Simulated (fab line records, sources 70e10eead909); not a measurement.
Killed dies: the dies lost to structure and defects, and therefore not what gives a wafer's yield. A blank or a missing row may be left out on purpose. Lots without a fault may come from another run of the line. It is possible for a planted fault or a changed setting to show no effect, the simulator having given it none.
fab line records	flow nand-harc
[record] lots = 6	wafers = 18	last-day = 34
route steps=1302 shown A_DECK1_JOINT@537 A_ONON_D2@545 END@1302
lots untouched by any fault: they come from a run of this same line in which no faults occurred
start-h: hours from the record's opening day to when the first of the lot's shown wafers began	wait-h: hours from the lot's prior step to this one	" unchanged from the row above	L1.1+2: several wafers, shown together as one row	- either no value or no given start	* or withheld: withheld	< > ~ a bound
route shown NAME@n: names a module that has steps shown in the file, with the first one's number in the route	usual: mean/standard deviation of fault-free wafers	same: alike in all rows	chamber/n: place in a boat	sites: readings site by site	_std_site: their standard deviation	_edge_site: mean of outer sites minus mean of inner sites	radius-mm: for every site, how far away it sits from the centre of the wafer	mask NAME#n: copy n	behind: tool/chamber where the wafer was last shaped	hold: the reason the lot was held/the length of the hold in hours/how it ended	device: names the non-switching transistor (n, p or np)	end of line: tests run on the same wafers once the route is complete	a step with no rows: only its recipe	killed: at the first sort, the dies lost to defects and structure; wafer yield is something else	map: the dies of a wafer, with x for killed, . for not killed, _ for no die there
set.NAME: the setting that was run; set.NAME@STEP: the one run at that earlier step	model.NAME: the simulator's own value behind a step, which no gauge read
certain route steps with their lots: each step a table, each wafer a row
services: when a tool's chamber went out of use (start-h, in hours from the record's first day, below 0 if earlier), for how many hours, and the reason
[[steps]]
[step NHARC_A_DECK1_JOINT_ANNEAL_28]
[recipe] temp-c = 500	time-s = 1800	idle-temp-c = 400	ramp-up-c-per-min = 10	densification-p-h2o-torr = 640
[step NHARC_A_DECK1_JOINT_ANNEAL_29]
[recipe] temp-c = 750	time-s = 1800	idle-temp-c = 500	ramp-up-c-per-min = 10	ramp-down-c-per-min = 3
[step NHARC_A_DECK1_JOINT_CMP_02]
[recipe] material = SiOx
[usual] motor-current-A = 11.7/1.6	slurry-flow-ml-min = 150.1/0.5
lot.wafer	tool	chamber	start-h	wait-h	motor-current-A	slurry-flow-ml-min
L876.1	cmp-02	1	291.87	0.4	11.6	150.1
L876.5	"	3	"	"	10.7	150.2
L876.6	"	0	"	"	12.3	150.2
L877.3	cmp-01	3	294.37	0.4	13.2	150.0
L877.1	"	0	"	"	11.1	150.0
L877.2	"	1	"	"	9.8	149.2
L886.1	cmp-02	3	393.29	0.4	10.1	150.2
L886.2	"	0	"	"	12.7	150.6
L886.5	"	2	"	"	13.8	150.3
L887.2	cmp-02	3	402.30	0.4	10.4	149.3
L887.1	"	1	"	"	11.1	151.0
L887.5	"	3	"	"	10.8	149.6
L896.1	cmp-02	1	498.81	0.4	10.7	150.7
L896.4	"	3	"	"	10.4	150.6
L896.6	"	2	"	"	14.9	149.5
L897.3	cmp-02	3	516.30	0.4	10.7	150.5
L897.4	"	0	"	"	11.9	149.1
L897.6	"	3	"	"	11.0	149.2
[step NHARC_A_DECK1_JOINT_SRD_15]
[step NHARC_A_DECK1_JOINT_DEP_16]
[recipe] target-thk-a = 450	temp-c = 400	pressure-torr = 6.5	rf-w = 900	teos-flow-sccm = 161.4	flow-sccm = 2650	target-thk-nm = 45	gas = O2	material = SiO2
[usual] chamber-pressure-Torr = 6.501/0.014	heater-power-w = 561/68	throttle-valve-pct = 15.7/0.54
lot.wafer	tool	chamber	start-h	wait-h	chamber-pressure-Torr	heater-power-w	throttle-valve-pct
L876.1	pecvd-03	1	292.26	0.1	6.508	632	15.7
L876.6	"	0	"	"	6.520	567	14.9
L876.5	"	1	"	"	6.490	472	15.8
L877.2	pecvd-01	2	294.76	0.1	6.489	540	15.6
L877.1	"	0	"	"	6.488	624	16.3
L877.3	"	1	"	"	6.480	679	14.9
L886.1	pecvd-03	0	393.67	0.1	6.498	561	14.8
L886.2	"	1	"	"	6.514	566	15.8
L886.5	"	0	"	"	6.526	580	14.9
L887.2	pecvd-04	0	402.69	0.1	6.489	520	14.9
L887.1	"	1	"	"	6.508	440	15.9
L887.5	"	1	"	"	6.499	442	15.6
L896.1	pecvd-03	0	499.22	0.1	6.494	595	14.9
L896.4	"	2	"	"	6.497	637	16.5
L896.6	"	0	"	"	6.483	597	14.9
L897.3	pecvd-04	2	516.72	0.1	6.517	598	15.8
L897.6	"	0	"	"	6.500	465	15.1
L897.4	"	1	"	"	6.517	481	15.4
[step NHARC_A_DECK1_JOINT_THK_MEAS_17]
[recipe] thk-meas-gauge = ellipsometry
[usual] thk-nm = 44.8/1.1
lot.wafer	tool	chamber	start-h	wait-h	thk-nm
L876.1	film-metro-02	-	292.49	0.2	45.5
L876.5	"	-	"	"	44.3
L876.6	"	-	"	"	45.8
L877.1	film-metro-02	-	295.04	0.2	44.0
L877.2	"	-	"	"	45.4
L877.3	"	-	"	"	45.8
L886.1	film-metro-02	-	393.92	0.2	45.7
L886.2	"	-	"	"	44.6
L886.5	"	-	"	"	45.4
L887.1	film-metro-01	-	402.97	0.2	45.5
L887.2	"	-	"	"	47.3
L887.5	"	-	"	"	46.7
L896.1	film-metro-01	-	499.48	0.2	45.1
L896.4	"	-	"	"	45.4
L896.6	"	-	"	"	45.9
L897.3	film-metro-02	-	516.94	0.2	44.7
L897.4	"	-	"	"	46.0
L897.6	"	-	"	"	45.8
[step NHARC_A_DECK1_JOINT_INSPECT_05]
[usual] raw-defect-count = 331/110
lot.wafer	tool	chamber	start-h	wait-h	raw-defect-count
L876.1	defect-inspect-02	-	292.52	0.0	450
L876.5	"	-	"	"	748
L876.6	"	-	"	"	720
L877.1	defect-inspect-01	-	295.07	0.0	470
L877.2	"	-	"	"	396
L877.3	"	-	"	"	318
L886.1	defect-inspect-01	-	393.95	0.0	578
L886.2	"	-	"	"	202
L886.5	"	-	"	"	439
L887.1	defect-inspect-02	-	403.01	0.0	331
L887.2	"	-	"	"	260
L887.5	"	-	"	"	269
L896.1	defect-inspect-01	-	499.51	0.0	299
L896.4	"	-	"	"	261
L896.6	"	-	"	"	569
L897.3	defect-inspect-01	-	516.98	0.0	170
L897.4	"	-	"	"	262
L897.6	"	-	"	"	207
[step NHARC_A_ONON_D2_DEP_00]
[recipe] target-thk-a = 10000	n2-flow-sccm = 2750	n2o-flow-sccm = 2000	nh3-flow-sccm = 500	sih4-flow-sccm = 210	temp-c = 400
[step NHARC_A_ONON_D2_THK_MEAS_02]
[recipe] thk-meas-gauge = ellipsometry
[usual] thk-nm = 997/10
lot.wafer	tool	chamber	start-h	wait-h	thk-nm
L876.1	film-metro-02	-	293.10	-	991
L876.5	"	-	"	"	991
L876.6	"	-	"	"	991
L877.1	film-metro-02	-	295.72	-	988
L877.2	"	-	"	"	987
L877.3	"	-	"	"	988
L886.1	film-metro-02	-	394.53	-	1005
L886.2	"	-	"	"	1005
L886.5	"	-	"	"	1004
L887.1	film-metro-01	-	403.59	-	986
L887.2	"	-	"	"	984
L887.5	"	-	"	"	985
L896.1	film-metro-02	-	500.08	-	1004
L896.4	"	-	"	"	1005
L896.6	"	-	"	"	1002
L897.3	film-metro-02	-	517.56	-	993
L897.4	"	-	"	"	993
L897.6	"	-	"	"	994
[step NHARC_A_ONON_D2_DEP_03]
[recipe] target-thk-a = 10000	n2-flow-sccm = 2750	n2o-flow-sccm = 2000	nh3-flow-sccm = 500	sih4-flow-sccm = 210	temp-c = 400
[step NHARC_A_ONON_D2_THK_MEAS_05]
[recipe] thk-meas-gauge = ellipsometry
[usual] thk-nm = 1000/8.8
lot.wafer	tool	chamber	start-h	wait-h	thk-nm
L876.1	film-metro-02	-	293.66	-	993
L876.5	"	-	"	"	993
L876.6	"	-	"	"	992
L877.1	film-metro-01	-	296.32	-	998
L877.2	"	-	"	"	998
L877.3	"	-	"	"	998
L886.1	film-metro-02	-	395.10	-	997
L886.2	"	-	"	"	995
L886.5	"	-	"	"	997
L887.1	film-metro-01	-	404.15	-	989
L887.2	"	-	"	"	989
L887.5	"	-	"	"	989
L896.1	film-metro-01	-	500.65	-	996
L896.4	"	-	"	"	996
L896.6	"	-	"	"	996
L897.3	film-metro-02	-	518.12	-	984
L897.4	"	-	"	"	984
L897.6	"	-	"	"	986
[step NHARC_A_ONON_D2_DEP_06]
[recipe] target-thk-a = 10000	n2-flow-sccm = 2750	n2o-flow-sccm = 2000	nh3-flow-sccm = 500	sih4-flow-sccm = 210	temp-c = 400
[usual] nh3-flow-sccm = 500.0/1.4
lot.wafer	tool	chamber	start-h	wait-h	nh3-flow-sccm
L876.1	pecvd-onon-02	0	293.72	0.1	502.4
L876.5	"	0	"	"	501.2
L876.6	"	0	"	"	498.0
L877.1	pecvd-onon-01	0	296.37	0.1	499.2
L877.2	"	0	"	"	502.0
L877.3	"	0	"	"	498.4
L886.1	pecvd-onon-01	0	395.15	0.1	499.9
L886.2	"	0	"	"	499.7
L886.5	"	0	"	"	499.9
L887.1	pecvd-onon-01	0	404.21	0.1	498.2
L887.2	"	0	"	"	500.6
L887.5	"	0	"	"	499.7
L896.1	pecvd-onon-01	0	500.71	0.1	499.1
L896.4	"	0	"	"	499.4
L896.6	"	0	"	"	496.9
L897.3	pecvd-onon-03	0	518.29	0.2	498.6
L897.4	"	0	"	"	497.3
L897.6	"	0	"	"	498.5
[step NHARC_A_ONON_D2_THK_MEAS_08]
[recipe] thk-meas-gauge = ellipsometry
[usual] thk-nm = 1001/8.1
lot.wafer	tool	chamber	start-h	wait-h	thk-nm
L876.1	film-metro-01	-	294.24	-	995
L876.5	"	-	"	"	997
L876.6	"	-	"	"	995
L877.1	film-metro-01	-	296.88	-	1001
L877.2	"	-	"	"	1002
L877.3	"	-	"	"	1001
L886.1	film-metro-02	-	395.66	-	1518
L886.2	"	-	"	"	1516
L886.5	"	-	"	"	1519
L887.1	film-metro-02	-	404.72	-	1514
L887.2	"	-	"	"	1515
L887.5	"	-	"	"	1514
L896.1	film-metro-01	-	501.22	-	999
L896.4	"	-	"	"	1001
L896.6	"	-	"	"	1000
L897.3	film-metro-02	-	518.69	-	992
L897.4	"	-	"	"	991
L897.6	"	-	"	"	993
[step NHARC_A_ONON_D2_DEP_09]
[recipe] target-thk-a = 10000	n2-flow-sccm = 2750	n2o-flow-sccm = 2000	nh3-flow-sccm = 500	sih4-flow-sccm = 210	temp-c = 400
[step NHARC_END_SORT_01]
[recipe] temp-c = 25
[usual] killed-at-array = 58/20	killed-at-other = 0.9/1.4	killed-at-periphery = 4/3.1	killed-dies = 63/20	killed-open = 3.3/1.8	killed-short = 2.4/1.5
[same] gross-dies = 677
lot.wafer	tool	chamber	start-h	wait-h	killed-at-array	killed-at-other	killed-at-periphery	killed-dies	killed-open	killed-short
L886.1	prober-02	0	687.72	2.5	674	0	3	677	3	0
L886.2	prober-02	0	688.52	2.8	668	0	9	677	3	3
L886.5	prober-02	0	690.91	3.7	671	0	6	677	3	3
L887.1	prober-01	0	722.57	2.4	674	0	3	677	6	3
L887.2	prober-01	0	723.36	2.7	673	1	3	677	1	3
L887.5	prober-01	0	725.73	3.6	675	1	1	677	3	3
// killed by level:class
L886.1 A_ONON_D2:area-dep=620 A_CHANNEL_HOLE_D1:chamber-film-flake=28 A_CHANNEL_HOLE_D2:chamber-film-flake=15 A_STAIRCASE:chamber-film-flake=3 A_WL_FILL:chamber-film-flake=3 P_BONDPAD:chamber-film-flake=2 P_M0:geometric-particle:open=1 A_ONON_D1:geometric-particle:open=1
L886.2 A_ONON_D2:area-dep=604 A_CHANNEL_HOLE_D1:chamber-film-flake=36 A_CHANNEL_HOLE_D2:chamber-film-flake=20 P_BONDPAD:chamber-film-flake=8 A_CHANNEL_HOLE_D2:geometric-particle:open=2 P_CONTACT:geometric-particle:short=1 A_ONON_D1:geometric-particle:open=1 A_CHANNEL_FILL_D1:geometric-particle:short=1
L886.5 A_ONON_D2:area-dep=618 A_CHANNEL_HOLE_D1:chamber-film-flake=32 A_CHANNEL_HOLE_D2:chamber-film-flake=12 P_BONDPAD:chamber-film-flake=4 A_ONON_D2:geometric-particle:short=2 P_CONTACT:geometric-particle:open=1 A_SOURCE_PLATE:geometric-particle:open=1 A_ONON_D1:geometric-particle:open=1
L887.1 A_ONON_D2:area-dep=605 A_CHANNEL_HOLE_D1:chamber-film-flake=34 A_CHANNEL_HOLE_D2:chamber-film-flake=16 A_STAIRCASE:chamber-film-flake=4 A_SLIT:chamber-film-flake=4 A_DECK1_JOINT:geometric-particle:short=3 A_CONTACT:chamber-film-flake=3 P_STI:geometric-particle:open=1
L887.2 A_ONON_D2:area-dep=634 A_CHANNEL_HOLE_D1:chamber-film-flake=22 A_CHANNEL_HOLE_D2:chamber-film-flake=11 P_ZERO_WELL:chamber-film-flake=2 P_GATE:geometric-particle:short=1 A_CHANNEL_FILL_D1:geometric-particle:open=1 A_STAIRCASE:geometric-particle:short=1 A_M0:geometric-particle:short=1
L887.5 A_ONON_D2:area-dep=610 A_CHANNEL_HOLE_D1:chamber-film-flake=36 A_CHANNEL_HOLE_D2:chamber-film-flake=17 A_ONON_D1:geometric-particle:short=2 A_DECK1_JOINT:geometric-particle:open=2 A_SLIT:chamber-film-flake=2 A_DECK1_JOINT:chamber-film-flake=2 A_CONTACT:chamber-film-flake=2
// map L886.1 (x killed, . not)
____________x____________
_________xxxxxxx_________
_______xxxxxxxxxxx_______
______xxxxxxxxxxxxx______
_____xxxxxxxxxxxxxxx_____
____xxxxxxxxxxxxxxxxx____
____xxxxxxxxxxxxxxxxx____
___xxxxxxxxxxxxxxxxxxx___
___xxxxxxxxxxxxxxxxxxx___
__xxxxxxxxxxxxxxxxxxxxx__
__xxxxxxxxxxxxxxxxxxxxx__
_xxxxxxxxxxxxxxxxxxxxxxx_
_xxxxxxxxxxxxxxxxxxxxxxx_
_xxxxxxxxxxxxxxxxxxxxxxx_
_xxxxxxxxxxxxxxxxxxxxxxx_
_xxxxxxxxxxxxxxxxxxxxxxx_
xxxxxxxxxxxxxxxxxxxxxxxxx
xxxxxxxxxxxxxxxxxxxxxxxxx
xxxxxxxxxxxxxxxxxxxxxxxxx
xxxxxxxxxxxxxxxxxxxxxxxxx
xxxxxxxxxxxxxxxxxxxxxxxxx
_xxxxxxxxxxxxxxxxxxxxxxx_
_xxxxxxxxxxxxxxxxxxxxxxx_
_xxxxxxxxxxxxxxxxxxxxxxx_
_xxxxxxxxxxxxxxxxxxxxxxx_
_xxxxxxxxxxxxxxxxxxxxxxx_
__xxxxxxxxxxxxxxxxxxxxx__
__xxxxxxxxxxxxxxxxxxxxx__
___xxxxxxxxxxxxxxxxxxx___
___xxxxxxxxxxxxxxxxxxx___
____xxxxxxxxxxxxxxxxx____
____xxxxxxxxxxxxxxxxx____
_____xxxxxxxxxxxxxxx_____
______xxxxxxxxxxxxx______
_______xxxxxxxxxxx_______
_________xxxxxxx_________
____________x____________
// map L887.1 (x killed, . not)
____________x____________
_________xxxxxxx_________
_______xxxxxxxxxxx_______
______xxxxxxxxxxxxx______
_____xxxxxxxxxxxxxxx_____
____xxxxxxxxxxxxxxxxx____
____xxxxxxxxxxxxxxxxx____
___xxxxxxxxxxxxxxxxxxx___
___xxxxxxxxxxxxxxxxxxx___
__xxxxxxxxxxxxxxxxxxxxx__
__xxxxxxxxxxxxxxxxxxxxx__
_xxxxxxxxxxxxxxxxxxxxxxx_
_xxxxxxxxxxxxxxxxxxxxxxx_
_xxxxxxxxxxxxxxxxxxxxxxx_
_xxxxxxxxxxxxxxxxxxxxxxx_
_xxxxxxxxxxxxxxxxxxxxxxx_
xxxxxxxxxxxxxxxxxxxxxxxxx
xxxxxxxxxxxxxxxxxxxxxxxxx
xxxxxxxxxxxxxxxxxxxxxxxxx
xxxxxxxxxxxxxxxxxxxxxxxxx
xxxxxxxxxxxxxxxxxxxxxxxxx
_xxxxxxxxxxxxxxxxxxxxxxx_
_xxxxxxxxxxxxxxxxxxxxxxx_
_xxxxxxxxxxxxxxxxxxxxxxx_
_xxxxxxxxxxxxxxxxxxxxxxx_
_xxxxxxxxxxxxxxxxxxxxxxx_
__xxxxxxxxxxxxxxxxxxxxx__
__xxxxxxxxxxxxxxxxxxxxx__
___xxxxxxxxxxxxxxxxxxx___
___xxxxxxxxxxxxxxxxxxx___
____xxxxxxxxxxxxxxxxx____
____xxxxxxxxxxxxxxxxx____
_____xxxxxxxxxxxxxxx_____
______xxxxxxxxxxxxx______
_______xxxxxxxxxxx_______
_________xxxxxxx_________
____________x____________
[[services]]
tool	chamber	start-h	hours	kind
pecvd-onon-01	-	269.00	13.0	pm
pecvd-04	-	269.01	13.0	pm
cmp-01	-	283.77	4.0	pm
pecvd-onon-03	-	304.18	1.9	repair
pecvd-01	-	311.93	13.0	pm
cmp-02	-	330.94	4.0	pm
pecvd-03	1	362.15	10.5	repair
pecvd-03	-	366.08	13.0	pm
pecvd-onon-02	-	366.27	13.0	pm
cmp-02	-	367.07	0.8	repair
cmp-01	-	377.09	1.1	repair
cmp-01	-	381.77	4.0	pm
cmp-02	-	384.72	0.3	repair
cmp-01	-	390.48	1.3	repair
pecvd-onon-03	-	413.75	13.0	pm
cmp-02	-	428.94	4.0	pm
pecvd-01	-	441.56	0.5	repair
cmp-02	-	446.05	2.8	repair
pecvd-onon-01	-	450.00	13.0	pm
pecvd-04	-	450.01	13.0	pm
cmp-02	-	472.56	0.4	repair
pecvd-04	2	474.05	12.7	repair
pecvd-03	2	484.57	12.3	repair
pecvd-04	1	517.90	5.6	repair
[[key]]
[first-sign] step = NHARC_A_ONON_D2_THK_MEAS_08	reading = thk-nm	direction = up	sigmas = 64	usual = 1001	struck = 1516
[effect] step = NHARC_END_SORT_01	reading = killed-at-array	direction = up	sigmas = 31	usual = 58	struck = 672
[more-kills-born-at] NHARC_A_ONON_D2_DEP_06@pecvd-onon-01 = 3691
met-at NHARC_A_ONON_D2_DEP_06
struck-wafers L886.1,L886.2,L886.5,L887.1,L887.2,L887.5
later-rows-left-out L886.1,L886.2,L886.5,L887.1,L887.2,L887.5
tester-left-out L886,L887
onset-between 296.37 395.15
[fault] kind = process-parameter-drift	tool = pecvd-onon-01	chamber = 0	onset-h = 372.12	steps = NHARC_A_ONON_D2_DEP_06	channel = target-thk-a	offset = *	shape = step	end-h = 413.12	acts-in = *	stated = *
// tester-left-out: of these lots the tester's yield and bins aren't shown, on N5 and GAA mostly nor the transistor test; their killed dies are dies lost to structure and defects alone, not to doping, threshold or leakage, so they don't give the yield
// later-rows-left-out: the simulator's readings of these wafers behind a module that went badly wrong aren't trusted and aren't shown, but for the sort
